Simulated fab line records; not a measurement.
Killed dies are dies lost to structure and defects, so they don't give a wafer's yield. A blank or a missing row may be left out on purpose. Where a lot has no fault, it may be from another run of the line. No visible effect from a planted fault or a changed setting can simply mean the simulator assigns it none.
Which tool is to blame? | flow n5_finfet | 29 wafers from 10 lots sampled at 7 of the route's 1938 steps

== WHAT THE GAUGES READ, wafer by wafer ==
N5_BEOL_M9_CD_MEAS_35: target cd 70 nm, target cd y 40 nm.
lot  | measured     | on        | cd_nm (nm)
L779 | day 9 11:38  | cd_sem-03 | 70.8 70.8 70.1
L780 | day 10 10:22 | cd_sem-03 | 70.4 70.7 71.0
L782 | day 11 03:44 | cd_sem-01 | 69.4 69.0 68.8
L783 | day 11 11:44 | cd_sem-03 | 69.0 70.0 69.2
L784 | day 11 16:13 | cd_sem-02 | 69.2 69.4 68.9
L785 | day 11 16:16 | cd_sem-01 | 68.7 69.4 69.9
L787 | day 13 02:32 | cd_sem-03 | 69.9 70.5 69.5
L791 | day 13 19:05 | cd_sem-03 | 70.8 70.0
L798 | day 14 16:58 | cd_sem-03 | 68.6 70.4 70.6
L802 | day 16 18:16 | cd_sem-03 | 69.0 69.6 69.0

N5_BEOL_M9_INSPECT_58: inspects for defects (darkfield).
lot  | measured     | on                | raw_defect_count
L779 | day 9 15:19  | defect_inspect-01 | 61 43 67
L780 | day 10 13:01 | defect_inspect-01 | 58 60 40
L782 | day 11 06:12 | defect_inspect-01 | 41 39 47
L783 | day 11 14:15 | defect_inspect-02 | 90 67 105
L784 | day 11 18:35 | defect_inspect-01 | 63 60 48
L785 | day 11 18:46 | defect_inspect-02 | 61 44 96
L787 | day 13 05:07 | defect_inspect-02 | 35 73 59
L791 | day 13 21:58 | defect_inspect-01 | 1171 53
L798 | day 14 19:43 | defect_inspect-02 | 58 92 64
L802 | day 16 20:40 | defect_inspect-02 | 77 61 96

N5_BEOL_M10_INSPECT_13: inspects for defects (brightfield).
lot  | measured     | on                | raw_defect_count
L779 | day 9 18:28  | defect_inspect-02 | 401 342 404
L780 | day 10 15:33 | defect_inspect-02 | 381 347 359
L782 | day 11 07:55 | defect_inspect-02 | 429 313 333
L783 | day 11 16:52 | defect_inspect-02 | 481 410 604
L784 | day 11 21:18 | defect_inspect-01 | 343 373 336
L785 | day 11 21:29 | defect_inspect-02 | 367 338 418
L787 | day 13 09:30 | defect_inspect-02 | 333 411 301
L791 | day 13 23:37 | defect_inspect-01 | 1446 371
L798 | day 14 21:40 | defect_inspect-01 | 351 382 364
L802 | day 16 23:25 | defect_inspect-02 | 352 338 388

N5_BEOL_M10_INSPECT_30: inspects for defects (brightfield).
lot  | measured     | on                | raw_defect_count
L779 | day 9 20:36  | defect_inspect-01 | 408 343 414
L780 | day 10 17:26 | defect_inspect-01 | 382 356 347
L782 | day 11 08:52 | defect_inspect-01 | 446 320 317
L783 | day 11 17:49 | defect_inspect-02 | 483 432 575
L784 | day 12 00:07 | defect_inspect-02 | 357 369 349
L785 | day 12 00:17 | defect_inspect-01 | 370 303 407
L787 | day 13 11:56 | defect_inspect-01 | 328 435 305
L791 | day 14 02:02 | defect_inspect-02 | 1451 357
L798 | day 15 00:07 | defect_inspect-01 | 346 387 381
L802 | day 17 01:23 | defect_inspect-01 | 343 342 392

== TOOL THAT RAN EACH LOT (tool first, then ch and the chambers of the sampled wafers, then the start) ==
lot  | N5_BEOL_M9_ANNEAL_51             | N5_BEOL_M9_CMP_52             | N5_BEOL_M9_PRE_CLEAN_55
L779 | rtp_anneal-02 ch 0, day 9 14:42  | cmp-04 ch 0,1, day 9 14:52    | pecvd-04 ch 0,1,2, day 9 15:13
L780 | rtp_anneal-02 ch 0, day 10 12:19 | cmp-02 ch 1,2,3, day 10 12:34 | pecvd-04 ch 1,2, day 10 12:53
L782 | rtp_anneal-01 ch 0, day 11 05:32 | cmp-02 ch 0,2,3, day 11 05:47 | pecvd-02 ch 0,1,2, day 11 06:04
L783 | rtp_anneal-01 ch 0, day 11 13:35 | cmp-04 ch 0,1,3, day 11 13:50 | pecvd-02 ch 0,1,2, day 11 14:07
L784 | rtp_anneal-01 ch 0, day 11 17:48 | cmp-04 ch 0,1,2, day 11 18:11 | pecvd-04 ch 1,2, day 11 18:26
L785 | rtp_anneal-02 ch 0, day 11 18:01 | cmp-02 ch 0,2,3, day 11 18:19 | pecvd-02 ch 1,2, day 11 18:39
L787 | rtp_anneal-02 ch 0, day 13 04:21 | cmp-01 ch 0,1, day 13 04:39   | pecvd-02 ch 0,1, day 13 04:59
L791 | rtp_anneal-01 ch 0, day 13 21:20 | cmp-04 ch 2, day 13 21:32     | pecvd-02 ch 1,2, day 13 21:51
L798 | rtp_anneal-02 ch 0, day 14 18:49 | cmp-02 ch 1,2, day 14 19:18   | pecvd-01 ch 0,1,2, day 14 19:35
L802 | rtp_anneal-01 ch 0, day 16 19:57 | cmp-04 ch 0,1,3, day 16 20:12 | pecvd-04 ch 0,1, day 16 20:32
- N5_BEOL_M9_ANNEAL_51: time 90 s.
- N5_BEOL_M9_CMP_52: polishes, stops on SiCOH lowk, t overpolish 7 s, target thk 140 nm.
- N5_BEOL_M9_PRE_CLEAN_55: time 15 s.

== AS READ BY THE TOOLS THEMSELVES (means over the sampled wafers that have a number; for cases with no such wafer, the mark the record gives instead) ==
N5_BEOL_M9_ANNEAL_51.
lot  | tool          | wafer_temp_C_max
L779 | rtp_anneal-02 | 225.70
L780 | rtp_anneal-02 | 225.83
L782 | rtp_anneal-01 | 225.76
L783 | rtp_anneal-01 | 225.91
L784 | rtp_anneal-01 | 225.96
L785 | rtp_anneal-02 | 225.73
L787 | rtp_anneal-02 | 225.68
L791 | rtp_anneal-01 | 225.81
L798 | rtp_anneal-02 | 225.83
L802 | rtp_anneal-01 | 225.97

N5_BEOL_M9_CMP_52.
lot  | tool   | barrier_field_endpoint_s (s) | motor_current_A (A) | overpolish_run_s (s) | slurry_flow_ml_min | time_to_endpoint_s (s)
L779 | cmp-04 | 28.6                         | 6.5                 | 7.002                | 149.6              | 69
L780 | cmp-02 | 29.0                         | 6.0                 | 7.000                | 150.1              | 67
L782 | cmp-02 | 29.3                         | 6.2                 | 7.006                | 150.1              | 67
L783 | cmp-04 | 29.4                         | 6.5                 | 7.001                | 150.4              | 69
L784 | cmp-04 | 29.3                         | 6.3                 | 6.993                | 149.9              | 68
L785 | cmp-02 | 29.1                         | 6.2                 | 6.998                | 149.9              | 71
L787 | cmp-01 | 28.6                         | 5.2                 | 6.998                | 149.9              | 67
L791 | cmp-04 | 28.4                         | 6.0                 | 6.995                | 149.8              | 64
L798 | cmp-02 | 29.7                         | 5.6                 | 6.993                | 150.5              | 70
L802 | cmp-04 | 29.3                         | 6.4                 | 7.000                | 149.9              | 68

N5_BEOL_M9_PRE_CLEAN_55.
lot  | tool     | rf_fwd_power_W (W)
L779 | pecvd-04 | 297.2
L780 | pecvd-04 | 296.5
L782 | pecvd-02 | 293.8
L783 | pecvd-02 | 294.0
L784 | pecvd-04 | 296.3
L785 | pecvd-02 | 293.8
L787 | pecvd-02 | 294.3
L791 | pecvd-02 | 293.1
L798 | pecvd-01 | 295.5
L802 | pecvd-04 | 296.8

== THE ANSWER, worked out from the rows above alone ==
Rule: what is usual is taken from the lots themselves. Put in order of their means at a reading, lots are off if they are a third of the lots or fewer, leave a main group of 4 or more, and stand apart from it by a gap of 3 or more times the standard deviation of the main group's means; of several such gaps the widest counts. The tables above print the reading to a certain number of digits; a main group whose means all agree to those digits is not used. A lot without any number at a reading at which 4 lots or more have one is off too. All remaining lots with rows at the step are treated as sound. Order of review: gauges by route order, followed by the tools' own readings, for which a lot's mean as printed above is used. The first step at which some lot is off is used, and at that step the reading that is off furthest; a lot without a number counts as furthest.
Off at N5_BEOL_M9_INSPECT_58 (raw_defect_count): L791. Mean 63 and standard deviation 13 in the main group.
If a tool, at a process step before that reading, ran all the lots that are off and no sound lot after the first of them, it fits. The gauges at N5_BEOL_M9_INSPECT_58 aren't tried: what is off there is off at N5_BEOL_M10_INSPECT_30 too, on other tools, and a gauge's error can't cause that. One fits: N5_BEOL_M9_PRE_CLEAN_55 on pecvd-02. A fault onset in the window from L787 (day 13 04:59, its last sound lot) to L791 (day 13 21:51, its first lot off) fits.

== WHAT THE SIMULATOR PUT IN ==
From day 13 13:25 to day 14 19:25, pecvd-02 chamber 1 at N5_BEOL_M9_PRE_CLEAN_55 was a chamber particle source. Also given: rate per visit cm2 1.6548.
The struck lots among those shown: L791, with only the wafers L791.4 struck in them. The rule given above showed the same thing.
